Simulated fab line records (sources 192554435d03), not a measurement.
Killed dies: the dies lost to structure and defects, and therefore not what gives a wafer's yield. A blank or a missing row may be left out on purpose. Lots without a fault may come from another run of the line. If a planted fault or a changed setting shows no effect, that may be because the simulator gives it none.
Split-lot experiment | flow n5Finfet | 39 wafers read across 7 lots, on a route 1938 steps long

ON THE SPLIT
At N5_DUMMY_GATE_EXPOSE_12 (exposes mask GATE, target cd 25 nm), the setting doseMj was moved away from the recipe's 34 on 15 of the 39 wafers read, by -7.6% to +6.0%. This setting was run at the recipe's value on the other wafers.

FROM THE SPLIT TO THE READING: what the file shows between them, 2 steps
- N5_DUMMY_GATE_PEB_13: peb time 60 s
- N5_DUMMY_GATE_DEVELOP_14: develop time 30 s

THE READING
Shown in nm: cdNm at N5_DUMMY_GATE_CD_MEAS_15, with target cd 25.8 nm. On this fab line, fault-free wafers typically give 25.00 nm with a standard deviation of 0.25 nm.

wafer  | tool, chamber at the split | doseMj as run | against the recipe | cdNm, nm | against lot-mates on the recipe
L074.1 | euvScanner-02, 0           | 36.05         | +6.0%              | 23.89    | -1.46
L074.2 | euvScanner-02, 0           | 34            | recipe             | 25.20    | -
L074.3 | euvScanner-02, 0           | 36.05         | +6.0%              | 24.17    | -1.18
L074.4 | euvScanner-02, 0           | 34            | recipe             | 25.25    | -
L074.5 | euvScanner-02, 0           | 34            | recipe             | 25.61    | -
L074.6 | euvScanner-02, 0           | 36.05         | +6.0%              | 24.03    | -1.32
L075.1 | euvScanner-01, 0           | 31.42         | -7.6%              | 26.77    | +2.04
L075.2 | euvScanner-01, 0           | 34            | recipe             | 24.45    | -
L075.3 | euvScanner-01, 0           | 31.42         | -7.6%              | 26.57    | +1.84
L075.4 | euvScanner-01, 0           | 34            | recipe             | 24.86    | -
L075.5 | euvScanner-01, 0           | 34            | recipe             | 24.87    | -
L075.6 | euvScanner-01, 0           | 31.42         | -7.6%              | 26.31    | +1.58
L078.1 | euvScanner-02, 0           | 34            | recipe             | 25.18    | -
L078.2 | euvScanner-02, 0           | 34            | recipe             | 24.90    | -
L078.3 | euvScanner-02, 0           | 34            | recipe             | 25.06    | -
L078.4 | euvScanner-02, 0           | 34            | recipe             | 24.62    | -
L078.5 | euvScanner-02, 0           | 34            | recipe             | 24.68    | -
L078.6 | euvScanner-02, 0           | 34            | recipe             | 24.66    | -
L079.1 | euvScanner-02, 0           | 35.54         | +4.5%              | 24.33    | -0.76
L079.2 | euvScanner-02, 0           | 34            | recipe             | 25.22    | -
L079.3 | euvScanner-02, 0           | 34            | recipe             | 25.38    | -
L079.4 | euvScanner-02, 0           | 34            | recipe             | 24.68    | -
L079.5 | euvScanner-02, 0           | 35.54         | +4.5%              | 24.16    | -0.93
L079.6 | euvScanner-02, 0           | 35.54         | +4.5%              | 24.24    | -0.85
L082.1 | euvScanner-01, 0           | 32.15         | -5.4%              | 26.02    | +0.79
L082.2 | euvScanner-01, 0           | 34            | recipe             | 25.30    | -
L082.3 | euvScanner-01, 0           | 32.15         | -5.4%              | 25.97    | +0.74
L082.4 | euvScanner-01, 0           | 34            | recipe             | 25.38    | -
L082.5 | euvScanner-01, 0           | 34            | recipe             | 25.01    | -
L082.6 | euvScanner-01, 0           | 32.15         | -5.4%              | 25.98    | +0.75
L084.1 | euvScanner-01, 0           | 32.91         | -3.2%              | 25.48    | +0.64
L084.2 | euvScanner-01, 0           | 32.91         | -3.2%              | 26.13    | +1.29
L084.3 | euvScanner-01, 0           | 34            | recipe             | 24.77    | -
L084.4 | euvScanner-01, 0           | 34            | recipe             | 24.95    | -
L084.5 | euvScanner-01, 0           | 32.91         | -3.2%              | 25.65    | +0.81
L084.6 | euvScanner-01, 0           | 34            | recipe             | 24.79    | -
L093.1 | euvScanner-01, 0           | 34            | recipe             | 24.88    | -
L093.2 | euvScanner-01, 0           | 34            | recipe             | 24.90    | -
L093.6 | euvScanner-01, 0           | 34            | recipe             | 24.94    | -

FIT RESULTS
A straight line over all 39 wafers: cdNm changes by -0.186 nm for each +1% of doseMj; r = -0.93; the points scatter about the line by 0.26 nm.
The same after taking each lot's own level away (the mean of its wafers on the recipe; 39 wafers): -0.212 nm for each +1%; r = -0.95; scatter 0.24 nm.
That fit puts the effect of the largest move of doseMj on the reading at 1.6 nm.
The lots' own levels span 24.727 to 25.353 nm, that is 2.5 times the standard deviation above.
In other words, the slope is changed by the lot-to-lot level; the two fits disagree.
Check: +1.55 nm against its lot-mates is what the line predicts for one of the wafers moved furthest among these (-7.6%) when that wafer is left out of the fit. It came out at +2.04 nm against them.

THE WHOLE CHAIN: every reading that the file lists as answering this split, in the file's order
step                     | what it does                             | reading                                                          | change (the file's fit)               | r (the file's)
N5_DUMMY_GATE_CD_MEAS_15 | target cd 25.8 nm                        | cdNm                                                             | -0.212 nm for each +1% of the setting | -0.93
N5_DUMMY_GATE_TRIM_49    | chemistry O2, time 29 s, target cd 14 nm | DUMMY_GATE.cdNm (the simulator's own value, which no gauge read) | -0.204 nm for each +1% of the setting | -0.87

THE FILE'S OWN FIT
cdNm changes by -0.212 nm for each +1% of doseMj, r = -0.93.
